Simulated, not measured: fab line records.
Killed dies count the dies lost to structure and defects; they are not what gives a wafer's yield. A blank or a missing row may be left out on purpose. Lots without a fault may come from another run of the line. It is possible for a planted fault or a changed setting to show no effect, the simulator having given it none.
Matching of chambers / flow nand-harc / NHARC_P_CONTACT_DEP_30 on pecvd-02: 3 sister chambers
The step deposits SiNx, target thk 30 nm. 3 wafers are shown with their chamber, then 8 later ones without.

WAFERS, EACH WITH ITS CHAMBER
wafer=L745.4; chamber=0; heater-power-outer-w (W)=431
wafer=L745.5; chamber=2; heater-power-outer-w (W)=321
wafer=L749.1; chamber=1; heater-power-outer-w (W)=421

WAFERS WHOSE CHAMBER IS MISSING
wafer=L749.4; heater-power-outer-w (W)=388
wafer=L749.5; heater-power-outer-w (W)=416
wafer=L755.1; heater-power-outer-w (W)=402
wafer=L755.3; heater-power-outer-w (W)=337
wafer=L755.6; heater-power-outer-w (W)=414
wafer=L758.1; heater-power-outer-w (W)=431
wafer=L758.3; heater-power-outer-w (W)=312
wafer=L758.6; heater-power-outer-w (W)=371

EACH ONE'S CHAMBER
wafer=L749.4; from the rows above=can't be placed: 1 or 0 or 2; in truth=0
wafer=L749.5; from the rows above=can't be placed: 1 or 0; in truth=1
wafer=L755.1; from the rows above=can't be placed: 1 or 0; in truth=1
wafer=L755.3; from the rows above=2; in truth=2
wafer=L755.6; from the rows above=can't be placed: 1 or 0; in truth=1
wafer=L758.1; from the rows above=can't be placed: 0 or 1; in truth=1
wafer=L758.3; from the rows above=2; in truth=2
wafer=L758.6; from the rows above=can't be placed: 1 or 2 or 0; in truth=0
2 of 8 placed correctly. Not placeable from these rows: 6 (in 6, the candidates include the true chamber). Number placed wrongly: 0.
How it was worked out, from the rows above alone: a wafer's distance from a chamber is the root of the sum, over the readings, of the square of ((its reading less the chamber's mean) divided by the reading's scatter). The wafer belongs to the nearest chamber; if the next one is less than 2 further off, it can't be placed. A chamber's mean is the mean of its shown wafers. The scatter: root of mean squared gap, hidden wafer to nearest shown wafer, with one shown wafer a chamber.
